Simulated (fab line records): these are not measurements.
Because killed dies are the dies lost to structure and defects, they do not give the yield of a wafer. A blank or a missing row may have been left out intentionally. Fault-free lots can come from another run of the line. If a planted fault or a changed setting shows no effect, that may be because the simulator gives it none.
Split-lot trial ; flow n5Finfet ; route with 1938 steps; 7 lots, 39 wafers read

ON THE SPLIT
At N5_BEOL_M0_SAQP_CUT_ETCH_46 (etches SOC in N2/H2, target depth 135 nm, overetch 27 nm, time 202.5 s), the setting targetDepthA was moved away from the recipe's 1350 angstrom on 12 of the 39 wafers read, by -39.7% to +44.2%. The other wafers ran this setting at the recipe's value.

FROM THE SPLIT TO THE READING: what the file shows between them, 3 steps
- N5_BEOL_M0_SAQP_STRIP_74: strips in N2/H2
- N5_BEOL_M0_SAQP_STRIP_89: strips in N2/H2
- N5_BEOL_M0_SAQP_ALD_48: deposits SiO2, target thk 20 nm, pulse time 1 s, co reactant pulse time 1 s

THE READING
BEOL_M0_SAQP.cdNm (the simulator's own value, which no gauge read), in nm, at N5_BEOL_M0_SAQP_ETCH_49 (etches SiO2 in CF4/O2, target depth 37 nm). No usual value for it is given in the file. Average 29.8 nm, standard deviation 0.26 nm, over the 27 wafers here run with the recipe.

wafer;tool, chamber at the split;targetDepthA as run, angstrom;against the recipe;BEOL_M0_SAQP.cdNm, nm;against lot-mates on the recipe
L076.1;rieDiel-06, 3;1350;recipe;30;-
L076.2;rieDiel-06, 1;1350;recipe;30;-
L076.3;rieDiel-06, 0;1350;recipe;30.2;-
L076.4;rieDiel-06, 2,0,3;1350;recipe;29.8;-
L076.5;rieDiel-06, 2,0,3;1350;recipe;29.8;-
L076.6;rieDiel-06, 2,0,3;1350;recipe;29.8;-
L081.1;rieDiel-02, 0;1947;+44.2%;32.2;+2.5
L081.2;rieDiel-02, 1;1350;recipe;29.6;-
L081.3;rieDiel-02, 2;1350;recipe;29.8;-
L081.6;rieDiel-02, 3;1350;recipe;29.8;-
L081.4;rieDiel-02, 3;1947;+44.2%;32.4;+2.7
L081.5;rieDiel-02, 0;1947;+44.2%;32.6;+2.9
L083.2;rieDiel-05, 3;1350;recipe;29.8;-
L083.4;rieDiel-05, 2;1350;recipe;29.8;-
L083.5;rieDiel-05, 0;1350;recipe;29.8;-
L087.1;rieDiel-05, 3,2;1350;recipe;29.6;-
L087.3;rieDiel-05, 2;1350;recipe;29.6;-
L087.6;rieDiel-05, 3,2;1350;recipe;29.6;-
L087.2;rieDiel-05, 1;1350;recipe;30.2;-
L087.4;rieDiel-05, 0;1350;recipe;30.2;-
L087.5;rieDiel-05, 1;1350;recipe;30.2;-
L089.1;rieDiel-02, 2;1350;recipe;30.2;-
L089.5;rieDiel-02, 1;1350;recipe;30.2;-
L089.2;rieDiel-02, 3,1;814.6;-39.7%;29;-1.1
L089.3;rieDiel-02, 3,1;814.6;-39.7%;28.8;-1.3
L089.4;rieDiel-02, 2;814.6;-39.7%;28.8;-1.3
L089.6;rieDiel-02, 3;1350;recipe;30;-
L094.1;rieDiel-05, 0;1350;recipe;29.4;-
L094.6;rieDiel-05, 3;1350;recipe;29.4;-
L094.2;rieDiel-05, 3;1773;+31.3%;30.6;+1.1
L094.3;rieDiel-05, 1;1773;+31.3%;30.6;+1.1
L094.4;rieDiel-05, 2;1350;recipe;29.6;-
L094.5;rieDiel-05, 0;1773;+31.3%;30.8;+1.3
L095.1;rieDiel-05, 3;1350;recipe;29.6;-
L095.2;rieDiel-05, 2;1350;recipe;29.4;-
L095.3;rieDiel-05, 1;1801;+33.4%;30.8;+1.2
L095.6;rieDiel-05, 1;1801;+33.4%;30.8;+1.2
L095.4;rieDiel-05, 0;1801;+33.4%;31;+1.4
L095.5;rieDiel-05, 0;1350;recipe;29.8;-
Rows listing several chambers each stand for several wafers; the file does not say which wafer went through which chamber.

FIT RESULTS
A straight line over all 39 wafers: BEOL_M0_SAQP.cdNm changes by +0.037 nm for each +1% of targetDepthA; r = +0.89; the points scatter about the line by 0.39 nm.
The same after taking each lot's own level away (the mean of its wafers on the recipe; 39 wafers): +0.0433 nm for each +1%; r = +0.95; scatter 0.3 nm.
The reading moves by 1.9 nm for the largest change in targetDepthA, on that fit.
The lots' own levels span 29.47 to 30.13 nm, that is 2.6 times the standard deviation above.
Hence the slope depends on the lot-to-lot level, as the two fits are not the same.
Check: with one of the wafers moved furthest among these (+44.2%) left out of the fit, the line predicts +1.91 nm for it against its lot-mates. Against them it came out at +2.47 nm.

THE OTHER SPLITS THESE WAFERS WENT THROUGH
Other splits were also applied to these wafers ahead of the reading. Each is held against what the fit with the lots' levels taken away leaves over:
other split on the same wafers;wafers away from the commonest value;r with BEOL_M0_SAQP.cdNm (lot level and that fit taken away)
N5_SPACER0_ALD_07 targetThkA;15;+0.23
N5_SD_EPI_N_ETCH_45 targetDepthA;12;-0.13
N5_GATE_CUT_DESCUM_18 timeS;12;+0.05

THE WHOLE CHAIN: every reading that the file lists as answering this split, in the file's order
step;what it does;reading;change (the file's fit);r (the file's)
N5_BEOL_M0_SAQP_CUT_ETCH_46;etches SOC in N2/H2, target depth 135 nm, overetch 27 nm, time 202.5 s;SiARC_of_BEOL_M0_SAQP_COAT_72.thkNm (the simulator's own value, which no gauge read);-0.0816 nm for each +1% of the setting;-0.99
N5_BEOL_M0_SAQP_CUT_ETCH_46;etches SOC in N2/H2, target depth 135 nm, overetch 27 nm, time 202.5 s;BEOL_M0_SAQP.cdNm (the simulator's own value, which no gauge read);+0.0429 nm for each +1% of the setting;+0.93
N5_BEOL_M0_SAQP_ETCH_49;etches SiO2 in CF4/O2, target depth 37 nm;BEOL_M0_SAQP.cdNm (the simulator's own value, which no gauge read);+0.0441 nm for each +1% of the setting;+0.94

FILE'S OWN FIT
BEOL_M0_SAQP.cdNm changes by +0.0441 nm for each +1% of targetDepthA, r = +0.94.
